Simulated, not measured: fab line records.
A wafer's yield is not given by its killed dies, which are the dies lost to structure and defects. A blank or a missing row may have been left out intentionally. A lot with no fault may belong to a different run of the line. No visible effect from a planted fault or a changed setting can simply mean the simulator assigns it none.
fab line records	flow n5-finfet
[record] lots = 5	wafers = 14	last-day = 17
route steps=1938 shown BEOL_M0_SAQP@646 BEOL_M4@1111 PASSIVATION@1936
lots with no fault: from the same line, run without faults
start-h: the number of hours between the record's first day and the start of the first shown wafer of the lot	wait-h: time in hours since the lot's previous step	" as in the row above	L1.1+2: a row that stands for several wafers	- value missing, or start not given	* or withheld: withheld	< > ~ a bound
route shown NAME@n: a module of which the file shows steps, and the number in the route of the first	usual: the fault-free wafers' mean and standard deviation	same: alike in all rows	chamber/n: place in a boat	sites: the reading at each site	_std_site: the standard deviation of these	_edge_site: mean of outer sites minus mean of inner sites	radius-mm: for every site, how far away it sits from the centre of the wafer	mask NAME#n: copy n	behind: the last tool/chamber to shape the wafer	hold: the reason the lot was held/the length of the hold in hours/how it ended	device: the n, p or np transistor that did not switch	end of line: tests run on the same wafers once the route is complete	step lacking rows: just its recipe	killed: dies that structure and defects cost at the first sort, which is not the same as the wafer's yield	map: a wafer's dies, marking killed ones x, the rest . and places with no die _
set.NAME: setting as actually run; set.NAME@STEP: the setting as run at that earlier step	model.NAME: the simulator's own value behind a step, which no gauge read
lots at some steps of the route; a table a step, a row a wafer
services: from which hour (start-h, from the record's first day; less than 0 if before it) a tool's chamber was out of use, for how many hours, and why
[[steps]]
[step N5_BEOL_M0_SAQP_EXPOSE_11]
[recipe] mask-id = M0_CORE	na = 1.35	source-shape = dipole	sigma-inner = 0.538	sigma-outer = 0.738	polarization = te	target-cd-nm = 42	dose-mj = 55
[step N5_BEOL_M0_SAQP_PEB_12]
[recipe] peb-temp-c = withheld	peb-time-s = 60	resist = CAR-ArF
[step N5_BEOL_M0_SAQP_DEVELOP_13]
[recipe] develop-time-s = 30	developer = TMAH	resist = CAR-ArF	dev-temp-c = 23	rinse-liquid = diw	dry = air-spin
[step N5_BEOL_M0_SAQP_CD_MEAS_14]
[recipe] target-cd-nm = 42.5	landing-energy-ev = 500	detector = se-inlens
[usual] cd-nm = 42.5/0.31
lot.wafer	tool	chamber	start-h	wait-h	cd-nm
L946.3	cd-sem-02	0	129.12	-	42.9
L946.4	"	0	"	"	43.1
L946.6	"	0	"	"	42.1
L949.2	cd-sem-02	0	139.45	-	42.5
L949.3	"	0	"	"	42.9
L949.5	"	0	"	"	42.7
L955.3	cd-sem-01	0	177.59	-	42.8
L955.4	"	0	"	"	41.8
L963.2	cd-sem-01	0	227.00	-	41.9
L963.3	"	0	"	"	42.0
L963.5	"	0	"	"	41.9
L966.1	cd-sem-01	0	245.43	-	42.6
L966.4	"	0	"	"	42.5
L966.5	"	0	"	"	42.4
[step N5_BEOL_M0_SAQP_OVL_MEAS_15]
[recipe] points-per-wafer = 44
[usual] M0_CORE_OVL = 0.2/0.81
lot.wafer	tool	chamber	start-h	wait-h	M0_CORE_OVL[nm]
L946.3	overlay-01	0	129.15	0.0	1.9
L946.4	"	0	"	"	2.2
L946.6	"	0	"	"	2.3
L949.2	overlay-02	0	139.48	0.0	0.1
L949.3	"	0	"	"	1.7
L949.5	"	0	"	"	0.6
L955.3	overlay-02	0	177.61	0.0	-0.9
L955.4	"	0	"	"	-0.2
L963.2	overlay-01	0	227.03	0.0	1.2
L963.3	"	0	"	"	-0.4
L963.5	"	0	"	"	0.6
L966.1	overlay-02	0	245.46	0.0	0.0
L966.4	"	0	"	"	1.4
L966.5	"	0	"	"	-0.2
[step N5_BEOL_M0_SAQP_INSPECT_16]
[recipe] mode = adi	inspect-instrument = brightfield
[usual] raw-defect-count = 558/150
lot.wafer	tool	chamber	start-h	wait-h	raw-defect-count
L946.3	defect-inspect-01	-	129.18	0.0	445
L946.4	"	-	"	"	679
L946.6	"	-	"	"	736
L949.2	defect-inspect-01	-	139.51	0.0	454
L949.3	"	-	"	"	683
L949.5	"	-	"	"	401
L955.3	defect-inspect-01	-	177.64	0.0	624
L955.4	"	-	"	"	674
L963.2	defect-inspect-02	-	227.05	0.0	393
L963.3	"	-	"	"	399
L963.5	"	-	"	"	313
L966.1	defect-inspect-01	-	245.48	0.0	409
L966.4	"	-	"	"	488
L966.5	"	-	"	"	476
[step N5_BEOL_M0_SAQP_DESCUM_19]
[recipe] chemistry = O2	time-s = 7.9	source-power-w = 50	bias-power-w = 20	pressure-mtorr = 20	rf-frequency-hz = 2.712e+07	temp-c = 40	resist = CAR-ArF	o2-flow-sccm = 225
[step N5_BEOL_M0_SAQP_ETCH_83]
[recipe] chemistry = CF4	target = SiARC	target-depth-a = 390	mask-material = CAR-ArF	time-s = 65	ion-energy-ev = 80	pressure-mtorr = 40	source-w = 545	bias-w = 36	Ar_flow_sccm = 100	cf4-flow-sccm = 100	ends = cleared
[usual] drypump-motor-current-A = 5.7/0.47	etch-rf-on-time-s = 65.0/0.95	oes-product-au = 0.68/0.074	rf-fwd-power-W = 538.2/2.1	rf-vpp-V = 183.9/1.1	showerhead-plenum-p-Torr = 2.13/0.064	throttle-valve-pct = 15.47/0.16
lot.wafer	tool	chamber	start-h	wait-h	drypump-motor-current-A	etch-rf-on-time-s	oes-product-au	rf-fwd-power-W	rf-hours-counter-h	rf-vpp-V	showerhead-plenum-p-Torr	throttle-valve-pct
L946.3	rie-diel-06	3	129.29	0.0	5.9	63.8	0.76	538.8	-	184.9	2.09	15.27
L946.4	"	2	"	"	5.7	65.7	0.60	538.9	-	182.7	2.12	15.41
L946.6	"	2	"	"	5.7	65.8	0.61	542.1	-	183.0	2.12	15.42
L949.2	rie-diel-02	0	139.60	0.0	5.9	65.4	0.61	536.6	207	184.2	2.12	15.68
L949.3	"	3	"	"	5.6	65.9	0.60	539.7	194	186.3	2.20	15.65
L949.5	"	3	"	"	5.6	65.6	0.60	538.8	-	185.4	2.20	15.63
L955.3	rie-diel-06	2	177.87	0.0	5.7	66.0	0.60	541.7	216	183.5	2.11	15.44
L955.4	"	3	"	"	5.9	63.7	0.73	536.5	51	184.0	2.09	15.30
L963.2	rie-diel-06	3	228.40	0.0	5.9	64.2	0.71	540.6	70	183.5	2.08	15.35
L963.3	"	1	"	"	6.6	66.0	0.73	537.4	63	184.4	2.25	15.55
L963.5	"	1	"	"	6.6	65.3	0.73	536.5	-	184.3	2.25	15.53
L966.1	rie-diel-06	3	245.88	0.0	5.9	64.0	0.71	536.9	76	184.5	2.08	15.34
L966.4	"	1	"	"	6.6	65.8	0.73	536.0	67	185.9	2.25	15.55
L966.5	"	2	"	"	5.7	65.9	0.59	542.7	-	183.3	2.11	15.49
[step N5_BEOL_M0_SAQP_ETCH_84]
[recipe] chemistry = N2/H2	target = SOC	target-depth-a = 1000	overetch-a = 200	mask-material = SiARC	temp-c = 40	time-s = 150	ion-energy-ev = 200	pressure-mtorr = 30	source-w = 840	bias-w = 150	n2-flow-sccm = 200	h2-flow-sccm = 200
[usual] drypump-motor-current-A = 5.7/0.47	oes-product-au = 0.72/0.073	rf-fwd-power-W = 835.7/2.8	rf-vpp-V = 523.4/2.4	showerhead-plenum-p-Torr = 2.53/0.079	throttle-valve-pct = 17.72/0.19
lot.wafer	tool	chamber	start-h	wait-h	drypump-motor-current-A	oes-product-au	rf-fwd-power-W	rf-hours-counter-h	rf-vpp-V	showerhead-plenum-p-Torr	throttle-valve-pct
L946.3	rie-diel-06	3	129.38	0.1	5.9	0.79	835.3	-	522.3	2.48	17.52
L946.4	"	2	"	"	5.7	0.64	838.4	-	524.4	2.52	17.66
L946.6	"	2	"	"	5.7	0.64	837.3	-	523.5	2.52	17.66
L949.2	rie-diel-02	0	139.65	0.0	5.9	0.64	835.7	207	523.2	2.52	17.85
L949.3	"	3	"	"	5.6	0.64	839.6	194	524.0	2.64	17.95
L949.5	"	3	"	"	5.6	0.63	838.8	-	527.0	2.64	17.94
L955.3	rie-diel-06	2	177.92	0.0	5.7	0.63	835.5	216	522.2	2.52	17.70
L955.4	"	3	"	"	5.9	0.77	839.7	51	521.5	2.47	17.54
L963.2	rie-diel-06	3	228.45	0.0	5.9	0.74	836.7	70	522.5	2.47	17.58
L963.3	"	1	"	"	6.6	0.78	837.1	63	528.1	2.68	17.82
L963.5	"	1	"	"	6.6	0.77	838.2	-	527.3	2.68	17.82
L966.1	rie-diel-06	3	245.93	0.0	5.9	0.74	836.2	76	522.5	2.46	17.59
L966.4	"	1	"	"	6.6	0.76	837.3	67	528.6	2.68	17.83
L966.5	"	2	"	"	5.6	0.61	839.3	-	522.1	2.51	17.71
[step N5_BEOL_M0_SAQP_STRIP_80]
[recipe] chemistry = N2/H2	temp-c = 40	n2-flow-sccm = 200	h2-flow-sccm = 200	rf-frequency-hz = 6e+07
[step N5_BEOL_M0_SAQP_HM_OPEN_112]
[recipe] chemistry = CHF3/O2	target = SiO2	stop-on = a-Si	target-depth-a = 120	over-etch-frac = 1.25	mask-material = SOC	time-s = 13.5	pressure-mtorr = 30	source-w = 650	bias-w = 170	Ar_flow_sccm = 200	CHF3_flow_sccm = 50	O2_flow_sccm = 5	ion-energy-ev = 200	ends = end-point
[step N5_BEOL_M0_SAQP_STRIP_113]
[recipe] chemistry = CHF3/O2	resist = SiARC	rf-frequency-hz = 6e+07
[step N5_BEOL_M0_SAQP_MANDREL_ETCH_20]
[recipe] target-depth-a = 600	chemistry = HBr/Cl2	target = a-Si	stop-on = SiNx	bt-time-s = 10	mask-material = SOC	over-etch-frac = 0.5	time-s = 30	pressure-mtorr = 10	icp-w = 800	bias-w = 75	HBr_flow_sccm = 150	Cl2_flow_sccm = 80	ends = end-point
[usual] drypump-motor-current-A = 5.8/0.45	oes-product-au = 0.771/0.012	rf-fwd-power-W = 795.3/2.8	throttle-valve-pct = 35.55/0.22
lot.wafer	tool	chamber	start-h	wait-h	drypump-motor-current-A	oes-product-au	rf-fwd-power-W	rf-hours-counter-h	throttle-valve-pct	model.SOC_of_BEOL_M0_SAQP_COAT_81.thk-nm	model.SiNx_of_BEOL_M0_SAQP_PECVD_97.thk-nm
L946.3	rie-si-03	1	129.61	0.0	5.4	0.765	794.6	5	35.57	76.6	18.2
L946.4	"	0	"	"	4.9	0.765	798.6	80	35.40	76	18
L946.6	"	1	"	"	5.4	0.766	792.2	-	35.58	76.2	18.6
L949.2	rie-si-05	1	139.84	0.0	6.3	0.770	796.2	139	35.69	76.8	18
L949.3	"	3	"	"	6.1	0.779	798.2	125	35.75	76.8	17.8
L949.5	"	0	"	"	6.0	0.773	793.9	-	35.63	76.8	18.2
L955.3	rie-si-05	1	178.11	0.0	6.3	0.761	799.3	140	35.70	61.4	10.4
L955.4	"	1	"	"	6.3	0.766	798.5	-	35.66	61.6	11.2
L963.2	rie-si-04	2	228.64	0.0	6.0	0.755	798.0	1	35.54	75.8	18.2
L963.3	"	0	"	"	5.5	0.767	789.0	8	35.22	76	18.4
L963.5	"	1	"	"	4.8	0.766	790.6	-	35.60	76.4	18.2
L966.1	rie-si-03	3	246.12	0.0	5.8	0.770	792.5	160	35.27	76.6	18
L966.4	"	1	"	"	5.4	0.759	798.0	7	35.57	76.6	18.4
L966.5	"	0	"	"	4.9	0.772	795.1	-	35.41	75.8	18
[step N5_BEOL_M0_SAQP_STRIP_86]
[recipe] chemistry = N2/H2	power-w = 500	temp-c = 40	pressure-mtorr = 50	rf-frequency-hz = 6e+07	overash-fraction = 0.3	bias-power-w = 28	h2-frac = 0.5	n2-flow-sccm = 300	h2-flow-sccm = 300
[usual] drypump-motor-current-A = 5.6/0.52	oes-product-au = 0.80/0.09	rf-vpp-V = 121.9/1.4	showerhead-plenum-p-Torr = 3.34/0.1	throttle-valve-pct = 18.9/0.31
lot.wafer	tool	chamber	start-h	wait-h	drypump-motor-current-A	oes-product-au	rf-hours-counter-h	rf-vpp-V	showerhead-plenum-p-Torr	throttle-valve-pct
L946.3	rie-diel-01	1	129.71	0.1	5.8	0.77	135	121.0	3.24	18.6
L946.4	"	2	"	"	5.0	0.83	58	120.9	3.28	18.8
L946.6	"	3	"	"	4.7	0.86	-	121.9	3.27	18.6
L949.2	rie-diel-02	2	139.94	0.1	6.0	1.01	1	123.3	3.30	18.7
L949.3	"	0	"	"	6.0	0.73	207	120.6	3.33	18.8
L949.5	"	2	"	"	6.0	1.02	-	122.5	3.30	18.7
L955.3	rie-diel-06	2	178.21	0.1	5.6	0.69	216	121.7	3.33	18.8
L955.4	"	3	"	"	5.9	0.84	51	121.8	3.27	18.7
L963.2	rie-diel-01	3	228.76	0.1	4.7	0.82	107	122.1	3.26	18.7
L963.3	"	0	"	"	5.7	0.74	164	120.8	3.49	19.6
L963.5	"	0	"	"	5.8	0.73	-	122.5	3.49	19.6
L966.1	rie-diel-06	1	246.22	0.1	6.6	0.85	68	121.1	3.53	19.0
L966.4	"	0	"	"	5.8	0.90	36	123.1	3.28	18.4
L966.5	"	0	"	"	5.8	0.92	-	121.6	3.28	18.4
[step N5_BEOL_M0_SAQP_STRIP_115]
[recipe] chemistry = post-etch-residue-remover	time-s = 60	temp-c = 25	remover-ph = withheld	remover-water-wt-pct = withheld	remover-fluoride-wt-pct = withheld
[step N5_BEOL_M0_SAQP_SRD_93]
[recipe] dry = ipa-marangoni	time-s = 30	temp-c = 23	rinse-liquid = diw
[step N5_BEOL_M0_SAQP_RECESS_114]
[recipe] chemistry = HF/NH3	target = SiO2	target-depth-a = 144	afs-cycles = 3	temp-c = 30	sublimation-temp-c = 180	sublimation-time-s = 60
[step N5_BEOL_M0_SAQP_SPACER1_ALD_98]
[recipe] material = SiO2	target-thk-a = 128	temp-c = 300	ald-precursor-family = BDEAS	ald-co-reactant = O2-plasma	pulse-time-s = 1	purge-time-s = 2	co-reactant-purge-time-s = 2	ald-cycles = 138	pressure-torr = 2
[step N5_BEOL_M0_SAQP_SPACER1_ETCHBACK_99]
[recipe] chemistry = CHF3/O2	mode = anisotropic-etchback	target = SiO2	target-depth-a = 154	time-s = 7.7	pressure-mtorr = 30	source-w = 650	bias-w = 170	Ar_flow_sccm = 200	CHF3_flow_sccm = 50	O2_flow_sccm = 5	ion-energy-ev = 200
[step N5_BEOL_M0_SAQP_MANDREL1_REMOVE_100]
[recipe] chemistry = HBr/Cl2/O2	bt-time-s = 10	target = a-Si	stop-on = SiNx	endpoint = OES-SiCl	over-etch-frac = 0.85	icp-w = 600	bias-w = 30	HBr_flow_sccm = 150	Cl2_flow_sccm = 80	O2_flow_sccm = 5	pressure-mtorr = 10
[step N5_BEOL_M0_SAQP_CD_MEAS_25]
[recipe] target-cd-nm = 13.1	landing-energy-ev = 1000	detector = se-inlens
[usual] cd-nm = 12.80/0.21
lot.wafer	tool	chamber	start-h	wait-h	cd-nm
L946.3	cd-sem-03	0	131.17	0.1	12.20
L946.4	"	0	"	"	12.75
L946.6	"	0	"	"	13.17
L949.2	cd-sem-03	0	141.57	0.1	13.17
L949.3	"	0	"	"	12.67
L949.5	"	0	"	"	12.93
L955.3	cd-sem-01	0	179.51	0.1	12.69
L955.4	"	0	"	"	12.83
L963.2	cd-sem-01	0	230.14	0.1	12.84
L963.3	"	0	"	"	12.82
L963.5	"	0	"	"	12.55
L966.1	cd-sem-02	0	247.89	0.1	12.76
L966.4	"	0	"	"	12.99
L966.5	"	0	"	"	13.03
[step N5_BEOL_M0_SAQP_ETCH_101]
[recipe] chemistry = CH3F/O2	target = SiNx	mask-material = SiO2	target-depth-a = 299	time-s = 42.7	pressure-mtorr = 30	source-w = 395	bias-w = 73	Ar_flow_sccm = 150	CH3F_flow_sccm = 30	O2_flow_sccm = 20	ion-energy-ev = 120
[usual] drypump-motor-current-A = 5.7/0.46	oes_ar_750_au = 0.80/0.093	oes_f_703_au = 0.80/0.094	oes-product-au = 0.80/0.097	rf-fwd-power-W = 393.0/1.3	rf-vpp-V = 297/3.2	showerhead-plenum-p-Torr = 1.99/0.059	throttle-valve-pct = 16.27/0.18
lot.wafer	tool	chamber	start-h	wait-h	drypump-motor-current-A	oes_ar_750_au	oes_f_703_au	oes-product-au	rf-fwd-power-W	rf-hours-counter-h	rf-vpp-V	showerhead-plenum-p-Torr	throttle-valve-pct
L946.3	rie-diel-02	3	131.21	0.0	5.6	0.70	0.69	0.70	393.6	190	298	2.06	16.36
L946.4	"	0	"	"	5.9	0.73	0.73	0.73	393.3	-	294	1.99	16.45
L946.6	"	2	"	"	6.0	1.01	1.00	1.01	392.2	-	294	1.96	16.18
L949.2	rie-diel-01	3	141.61	0.0	4.7	0.82	0.81	0.84	394.4	79	298	1.93	16.10
L949.3	"	2	"	"	4.9	0.82	0.83	0.84	392.1	62	295	1.95	16.06
L949.5	"	0	"	"	5.7	0.75	0.75	0.75	391.1	-	303	2.10	16.53
L955.3	rie-diel-01	2	179.59	0.1	4.9	0.81	0.82	0.82	393.5	74	297	1.94	16.08
L955.4	"	0	"	"	5.8	0.74	0.74	0.75	390.9	149	301	2.09	16.55
L963.2	rie-diel-02	3	230.27	0.1	5.6	0.68	0.68	0.69	391.0	218	296	2.05	16.41
L963.3	"	2	"	"	6.0	0.91	0.91	0.92	395.7	25	296	1.95	16.23
L963.5	"	1	"	"	6.0	0.94	0.93	0.95	394.3	-	294	1.97	16.24
L966.1	rie-diel-02	1	247.93	0.0	6.0	0.93	0.92	0.93	392.3	20	292	1.96	16.23
L966.4	"	2	"	"	6.0	0.90	0.90	0.90	393.4	31	295	1.95	16.24
L966.5	"	1	"	"	6.0	0.92	0.92	0.92	393.0	-	294	1.96	16.24
[step N5_BEOL_M0_SAQP_ETCH_102]
[recipe] chemistry = CF4	target = SiO2	target-depth-a = 40	ion-energy-ev = 350	time-s = 4.4	pressure-mtorr = 10	icp-w = 800	bias-w = 400	cf4-flow-sccm = 80
[step N5_BEOL_M0_SAQP_MANDREL_ETCH_103]
[recipe] chemistry = HBr/Cl2	target = a-Si	target-depth-a = 450	bt-time-s = 10	stop-on = SiCN	mask-material = SiO2	over-etch-frac = 0.8	time-s = 27	pressure-mtorr = 10	icp-w = 800	bias-w = 75	HBr_flow_sccm = 150	Cl2_flow_sccm = 80	ends = end-point
[step N5_BEOL_M0_SAQP_RECESS_104]
[recipe] chemistry = HF/NH3	target = SiO2	target-depth-a = 180	afs-cycles = 3	temp-c = 30	sublimation-temp-c = 180	sublimation-time-s = 60
[step N5_BEOL_M0_SAQP_COAT_105]
[recipe] resist = SOC	temp-c = 250	time-s = 60	spin-rpm = 1500	resist-thk-nm = 100
[step N5_BEOL_M0_SAQP_ETCH_106]
[recipe] chemistry = N2/H2	target = SOC	target-depth-a = 1500	stop-on = SiNx	ion-energy-ev = 100	bias-w = 61	pressure-mtorr = 30	source-w = 850	n2-flow-sccm = 200	h2-flow-sccm = 200
[usual] drypump-motor-current-A = 5.8/0.4	oes-product-au = 0.79/0.094	rf-fwd-power-W = 843/3	rf-vpp-V = 240.3/1.1	showerhead-plenum-p-Torr = 2.52/0.067	throttle-valve-pct = 17.69/0.18
lot.wafer	tool	chamber	start-h	wait-h	drypump-motor-current-A	oes-product-au	rf-fwd-power-W	rf-hours-counter-h	rf-vpp-V	showerhead-plenum-p-Torr	throttle-valve-pct	model.SiNx_of_BEOL_M0_SAQP_PECVD_97.thk-nm
L946.3	rie-diel-01	1	131.98	-	5.8	0.76	846	135	239.3	2.45	17.52	15.2
L946.4	"	0	"	"	5.7	0.75	843	134	242.8	2.66	18.07	15
L946.6	"	2	"	"	4.9	0.82	844	-	240.1	2.48	17.61	15.6
L949.2	rie-diel-06	2	142.28	-	5.7	0.69	848	211	239.3	2.52	17.67	15
L949.3	"	3	"	"	5.9	0.87	841	-	239.5	2.48	17.51	14.8
L949.5	"	3	"	"	5.9	0.87	843	-	239.1	2.48	17.52	15.4
L955.3	rie-diel-06	1	180.26	-	6.6	0.87	841	51	242.6	2.69	17.79	7.4
L955.4	"	2	"	"	5.7	0.68	844	217	240.2	2.52	17.67	8.2
L963.2	rie-diel-02	0	231.25	-	6.0	0.69	839	231	239.2	2.51	17.90	15.4
L963.3	"	1	"	"	6.0	0.92	846	14	238.6	2.48	17.56	15.4
L963.5	"	2	"	"	6.0	0.91	845	-	240.2	2.48	17.69	15.4
L966.1	rie-diel-02	1	248.60	-	6.0	0.91	846	20	240.4	2.48	17.56	15
L966.4	"	2	"	"	6.0	0.90	843	31	239.5	2.48	17.70	15.4
L966.5	"	1	"	"	6.0	0.92	844	-	240.8	2.48	17.58	15
[step N5_BEOL_M0_SAQP_ETCH_107]
[recipe] chemistry = CH3F/O2	target = SiNx	target-depth-a = 300	mask-material = SOC	pressure-mtorr = 30	source-w = 395	bias-w = 73	Ar_flow_sccm = 150	CH3F_flow_sccm = 30	O2_flow_sccm = 20	ion-energy-ev = 120
[usual] drypump-motor-current-A = 5.8/0.4	oes_ar_750_au = 0.80/0.093	oes_f_703_au = 0.80/0.095	oes-product-au = 0.80/0.098	rf-fwd-power-W = 390.4/1.3	rf-vpp-V = 296.5/2.9	showerhead-plenum-p-Torr = 1.98/0.052	throttle-valve-pct = 16.24/0.17
lot.wafer	tool	chamber	start-h	wait-h	drypump-motor-current-A	oes_ar_750_au	oes_f_703_au	oes-product-au	rf-fwd-power-W	rf-hours-counter-h	rf-vpp-V	showerhead-plenum-p-Torr	throttle-valve-pct
L946.3	rie-diel-01	1	132.04	0.0	5.8	0.77	0.78	0.75	389.4	135	292.2	1.92	16.05
L946.4	"	0	"	"	5.7	0.75	0.75	0.75	387.3	134	302.1	2.10	16.51
L946.6	"	2	"	"	4.9	0.83	0.83	0.84	391.7	-	296.7	1.95	16.06
L949.2	rie-diel-06	2	142.37	0.1	5.7	0.71	0.71	0.69	390.5	212	296.8	1.98	16.17
L949.3	"	3	"	"	5.9	0.88	0.89	0.87	390.0	-	296.4	1.95	16.06
L949.5	"	3	"	"	5.9	0.87	0.89	0.88	389.9	-	297.4	1.95	16.04
L955.3	rie-diel-06	1	180.32	0.0	6.6	0.87	0.86	0.87	388.7	51	303.8	2.12	16.32
L955.4	"	2	"	"	5.7	0.70	0.71	0.70	391.0	217	296.3	1.98	16.19
L963.2	rie-diel-02	0	231.31	0.0	5.9	0.70	0.70	0.70	388.5	231	295.9	1.98	16.49
L963.3	"	1	"	"	6.0	0.94	0.93	0.93	392.1	14	295.6	1.97	16.22
L963.5	"	2	"	"	6.0	0.91	0.90	0.92	389.7	-	295.8	1.95	16.24
L966.1	rie-diel-02	1	248.66	0.0	6.0	0.93	0.92	0.93	389.7	20	294.3	1.96	16.23
L966.4	"	2	"	"	6.0	0.89	0.89	0.91	393.6	31	293.7	1.95	16.25
L966.5	"	1	"	"	6.0	0.92	0.93	0.93	390.8	-	293.3	1.96	16.22
[step N5_BEOL_M4_RC_MEAS_101]
[usual] DIBL_N = 35.9/1.3	DIBL_P = 35.9/1.6	IOFF_N = 0.156/0.022	IOFF_P = 0.205/0.023	ION_N = 675/9	ION_P = 463/5.6	SS_N = 71.4/0.57	SS_P = 73.1/0.52	VT_N = 249.7/2.8	VT_P = -250.2/2.5
lot.wafer	tool	chamber	start-h	wait-h	DIBL_N[mV/V]	DIBL_P[mV/V]	IOFF_N[nA/um]	IOFF_P[nA/um]	ION_N[uA/um]	ION_P[uA/um]	SS_N[mV/dec]	SS_P[mV/dec]	VT_N[mV]	VT_P[mV]
L946.3	prober-02	0	178.76	0.3	33.9	33.2	0.131	0.159	656	448	71.1	72.2	253.9	-254.3
L946.4	"	0	"	"	36.2	36.1	0.172	0.204	676	461	72.4	73.5	247.5	-252.9
L946.6	"	0	"	"	35.9	36.1	0.161	0.192	660	454	72.0	72.4	249.9	-253.5
L949.2	prober-02	0	199.94	0.2	33.1	33.5	0.113	0.175	666	466	71.0	72.9	256.7	-249.9
L949.3	"	0	"	"	36.0	36.2	0.151	0.211	679	466	71.2	73.3	251.8	-249.5
L949.5	"	0	"	"	33.5	33.2	0.120	0.171	663	457	71.6	72.5	256.4	-251.0
L955.3	prober-02	0	233.28	0.3	36.6	35.9	0.159	0.220	682	467	71.4	72.7	248.3	-248.0
L955.4	"	0	"	"	34.5	33.8	0.131	0.188	680	460	71.2	72.5	251.7	-251.3
L966.1	prober-02	0	298.27	0.0	37.7	36.7	0.173	0.202	683	462	71.7	73.5	249.6	-254.5
L966.4	"	0	"	"	37.9	36.8	0.175	0.203	681	460	72.3	73.8	248.5	-252.4
L966.5	"	0	"	"	39.2	38.4	0.201	0.235	679	462	72.1	73.6	249.6	-252.1
L963.2	prober-01	0	302.94	0.2	34.1	35.3	0.140	0.187	669	453	71.1	72.6	250.7	-250.7
L963.3	"	0	"	"	32.8	34.4	0.122	0.172	664	456	71.0	72.3	252.6	-252.9
L963.5	"	0	"	"	34.4	35.5	0.141	0.191	665	456	71.6	73.1	251.8	-251.7
[step N5_PASSIVATION_PROBE_49]
[usual] defect-limited-yield = 91.3/1.4	killed_at_M0_to_M3 = 35/11	killed_at_M4_up = 14/5.4	killed-at-contacts = 12/6.2	killed-at-front-end = 38/11	killed-at-other = 4.1/2.8	killed-dies = 103/17	killed-on-rim = 13/4	killed-open = 66/13	killed-short = 34/8.2	sort_bin_5_function = 5.1/0.89	sort_bin_6_memory = 3.3/0.72	sort-n-pass = 1077/17	sort-yield-pct = 91.3/1.4
[same] gross-dies = 1180	killed-at-back-side = 0	sort_bin_4_leakage[%] = 0	sort_bin_8_speed[%] = 0
lot.wafer	tool	chamber	start-h	wait-h	defect-limited-yield[%]	killed_at_M0_to_M3	killed_at_M4_up	killed-at-contacts	killed-at-front-end	killed-at-other	killed-dies	killed-on-rim	killed-open	killed-short	sort_bin_5_function[%]	sort_bin_6_memory[%]	sort-n-pass	sort-yield-pct[%]
L946.3	prober-02	-	278.08	0.1	91.8	37	9	19	30	2	97	11	65	31	4.8	3.0	1083	91.8
L946.4	prober-02	-	278.13	0.2	91.9	35	7	31	22	1	96	14	65	29	4.7	3.3	1084	91.9
L946.6	prober-02	-	278.23	0.3	89.7	37	18	17	46	3	121	18	84	36	6.1	4.0	1059	89.7
// killed by level:class
L946.3 MOL_CONTACT_COAG:geometric-particle:open=18 BEOL_M0_SAQP:geometric-particle:short=10 BEOL_M0_SAQP:geometric-particle:open=9 DUMMY_GATE:geometric-particle:open=8 STI_FIN_REVEAL:geometric-particle:open=7 GATE_CUT:geometric-particle:short=6 BEOL_M1:geometric-particle:open=6 BEOL_M1:geometric-particle:short=5
L946.4 MOL_CONTACT_COAG:geometric-particle:open=25 BEOL_M0_SAQP:geometric-particle:short=9 BEOL_M3:geometric-particle:open=7 MOL_CONTACT_COAG:geometric-particle:short=6 BEOL_M0_SAQP:geometric-particle:open=5 BEOL_M1:geometric-particle:open=5 DUMMY_GATE:geometric-particle:open=4 BEOL_M1:geometric-particle:short=4
L946.6 BEOL_M1:geometric-particle:open=14 MOL_CONTACT_COAG:geometric-particle:open=12 BEOL_M4:geometric-particle:open=10 BEOL_M1:geometric-particle:short=9 GATE_CUT:geometric-particle:short=8 FIN_SAQP:geometric-particle:open=7 BEOL_M3:geometric-particle:open=7 STI_FIN_REVEAL:geometric-particle:open=6
[[services]]
tool	chamber	start-h	hours	kind
rie-diel-02	2	112.90	-	clean
rie-diel-02	2	112.90	-	consumable-replace:focus-ring
rie-diel-02	2	112.90	18.0	scheduled-down
rie-diel-02	2	112.90	18.0	vent-cycle
rie-diel-06	0	115.84	5.3	repair
rie-diel-06	0	121.19	-	clean
rie-diel-06	0	121.19	-	consumable-replace:focus-ring
rie-diel-06	0	121.19	21.9	scheduled-down
rie-diel-06	0	121.19	21.9	vent-cycle
rie-diel-06	1	128.14	16.7	repair
rie-diel-02	1	131.21	-	clean
rie-diel-02	1	131.21	-	consumable-replace:focus-ring
rie-diel-02	1	131.21	37.2	scheduled-down
rie-diel-02	2	132.32	6.3	repair
rie-diel-06	2	142.69	23.3	repair
rie-si-04	1	143.87	14.4	repair
rie-si-03	2	145.46	1.2	repair
rie-si-05	0	170.73	16.1	repair
rie-si-04	0	180.94	4.3	repair
rie-si-05	3	185.26	9.6	repair
rie-si-03	-	200.71	0.4	repair
rie-si-03	3	204.75	2.6	repair
rie-diel-02	-	215.56	14.6	pm
rie-diel-01	-	231.04	0.4	repair
[[key]]
first-sign none at tools or gauges
[model-effect] step = N5_BEOL_M0_SAQP_MANDREL_ETCH_20	value = SOC_of_BEOL_M0_SAQP_COAT_81.thk-nm	without = 76	struck = 61.5
[model-effect] step = N5_BEOL_M0_SAQP_ETCH_106	value = SiNx_of_BEOL_M0_SAQP_PECVD_97.thk-nm	without = 15.6	struck = 7.8
met-at N5_BEOL_M0_SAQP_MANDREL_ETCH_20
struck-wafers L955.3,L955.4
onset-between 139.84 178.11
[fault] kind = process-parameter-drift	tool = rie-si-05	chamber = -	onset-h = 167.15	steps = N5_BEOL_M0_SAQP_MANDREL_ETCH_20	channel = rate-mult	offset = 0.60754	shape = step	end-h = 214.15	scope = struck-wafers-only
